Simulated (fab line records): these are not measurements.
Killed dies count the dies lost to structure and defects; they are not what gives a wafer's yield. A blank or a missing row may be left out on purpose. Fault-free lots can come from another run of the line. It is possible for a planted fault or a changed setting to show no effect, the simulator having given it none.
A struck lot beside a sound one -- flow n5-finfet -- 38 steps out of a route of 1938
Sound: wafers L456.3, L456.5, L456.6. Struck: wafer L465.2 (left out: L465.1, a lot-mate that was not struck); the cause follows at the end.
At each step with rows: each side's tool, then ch and its chambers, then its first start. Under that, the readings that differ: sound wafers -- struck wafers -- difference of the means -- sigmas: that difference in standard deviations of wafers without a fault.
alike: words and numbers the same on both sides, and readings whose means are apart by under 2 such deviations; not compared: readings that were withheld, readings missing a value for some wafer, numbers with overlapping values and no deviation given by the record, and bounds like >300 which may hide the same value.
Wherever a step has rows on one side only, a row that says differs or no value, or a row with sigmas, the two part there. When numbers do not overlap yet have no deviation, they are printed without sigmas and do not part them. A reading missing from all wafers of one side parts the sides only when that side holds two or more wafers.

first, 12 steps without rows for these wafers: N5_SDB_ETCH_18 (etches SOC in N2/H2, target depth 100 nm, overetch 20 nm, time 150 s); N5_SDB_STRIP_19 (strips in N2/H2); N5_SDB_STRIP_21 (strips in CF4); N5_SDB_HM_OPEN_20 (chemistry CH3F/O2, target SiNx, stops on poly-Si, target depth 24 nm); N5_SDB_STRIP_22 (strips in N2/H2); N5_SDB_PRECLEAN_23 (cleans in dHF, time 30 s); N5_SDB_DUMMY_REMOVE_24 (chemistry TMAH, target poly-Si, stops on SiO2, target depth 142 nm, time 57 s, rinse time 30 s); N5_SDB_ETCH_25 (etches SiO2 in C4F6/O2, target depth 10 nm, time 3.3 s); N5_SDB_CUT_ETCH_26 (etches Si in HBr/Cl2/O2, target depth 129.6 nm, bt time 20 s, time 51.8 s); N5_SDB_PRECLEAN_38 (cleans in dHF, time 10 s); N5_SDB_PRECLEAN_39 (cleans in O3/DIW, time 45 s); N5_SDB_SRD_28 (time 30 s).
N5_SDB_ALD_29: deposits SiNx, target thk 30 nm, pulse time 1 s, ald cycles 600.
  sound on ald-sin-02 ch 0,3, day 4 23:40; struck on ald-sin-02 ch 3, day 7 03:13
reading,sound,struck,difference,sigmas
ald-cycles,600 600 600,493,-107,
model.SiNx_of_SDB_ALD_29.thk-nm (nm),30 29.8 30.2,24.8,-5.2,
  alike: heater-power-w, precursor-pulse-height-rel
then, 23 steps without rows for these wafers: N5_SDB_CMP_30 (polishes, stops on poly-Si, t overpolish 1.54 s, target thk 30 nm); N5_DUMMY_REMOVAL_HM_STRIP_01 (strips SiNx in CH3F/O2, stops on poly-Si, target depth 4 nm, time 6.8 s); N5_DUMMY_REMOVAL_STRIP_10 (strips in N2/H2, time 40 s); N5_DUMMY_REMOVAL_PRECLEAN_07 (cleans in dHF, time 30 s); N5_DUMMY_REMOVAL_DUMMY_REMOVE_02 (chemistry TMAH, target poly-Si, stops on SiO2, target depth 142 nm, time 57 s, rinse time 30 s); N5_DUMMY_REMOVAL_PRECLEAN_08 (cleans in NF3:NH3, afs cycles 2, time 20 s, sublimation time 60 s); N5_DUMMY_REMOVAL_PRECLEAN_04 (cleans in DHF, time 37 s); N5_DUMMY_REMOVAL_SRD_05 (time 30 s); N5_HKMG_FIN_IL_REGROW_00 (material SiO2, chemistry O3, target thk 0.75 nm, time 30 s); N5_HKMG_FIN_HK_ALD_01 (deposits HfO2, target thk 1.6 nm, pulse time 3 s, purge time 3 s); N5_HKMG_FIN_HK_ANNEAL_02 (time 30 s); N5_HKMG_FIN_ALD_74 (deposits La2O3, target thk 0.5 nm, pulse time 6 s, co reactant pulse time 1 s); N5_HKMG_FIN_ALD_75 (deposits Al2O3, target thk 1 nm, co reactant pulse time 1 s); N5_HKMG_FIN_COAT_41 (time 60 s, resist thk 300 nm); N5_HKMG_FIN_COAT_42 (time 60 s, resist thk 35 nm); N5_HKMG_FIN_COAT_43 (resist thk 90 nm); N5_HKMG_FIN_EBR_45; N5_HKMG_FIN_SOFTBAKE_44 (time 60 s); N5_HKMG_FIN_EXPOSE_46 (exposes mask NDIPOLE); N5_HKMG_FIN_PEB_47 (peb time 60 s); N5_HKMG_FIN_DEVELOP_48 (develop time 30 s); N5_HKMG_FIN_DESCUM_53 (chemistry O2, time 7.9 s); N5_HKMG_FIN_ETCH_54 (etches SiARC in CF4, target depth 45.5 nm, time 75.8 s).
N5_GATE_CUT_ETCH_58: etches SiNx in CH3F/O2, target depth 17 nm, time 128.6 s.
  sound on rie-diel-03 ch 2,3, day 5 13:01; struck on rie-diel-05 ch 1, day 7 16:17
reading,sound,struck,difference,sigmas
model.SiNx_of_SDB_ALD_29.thk-nm (nm),24.6 24.4 24.8,20.4,-4.2,
  alike: drypump-motor-current-A, oes-product-au, rf-vpp-V, showerhead-plenum-p-Torr, throttle-valve-pct
  not compared: rf-hours-counter-h
-- record jumps: 4 days separate the struck wafers' starts on either side; left off in module GATE_CUT, taken up again in module BEOL_M4, whose first shown step is the route's number 1111 --
N5_BEOL_M4_RC_MEAS_101:
  sound on prober-02 ch 0, day 9 01:12; struck on prober-01 ch 0, day 11 08:21
  alike: DIBL_N, DIBL_P, IOFF_N, IOFF_P, ION_N, ION_P, SS_N, SS_P, VT_N, VT_P

WHERE THEY PART
Nowhere in this record.

WHY: what had been put in by the simulator
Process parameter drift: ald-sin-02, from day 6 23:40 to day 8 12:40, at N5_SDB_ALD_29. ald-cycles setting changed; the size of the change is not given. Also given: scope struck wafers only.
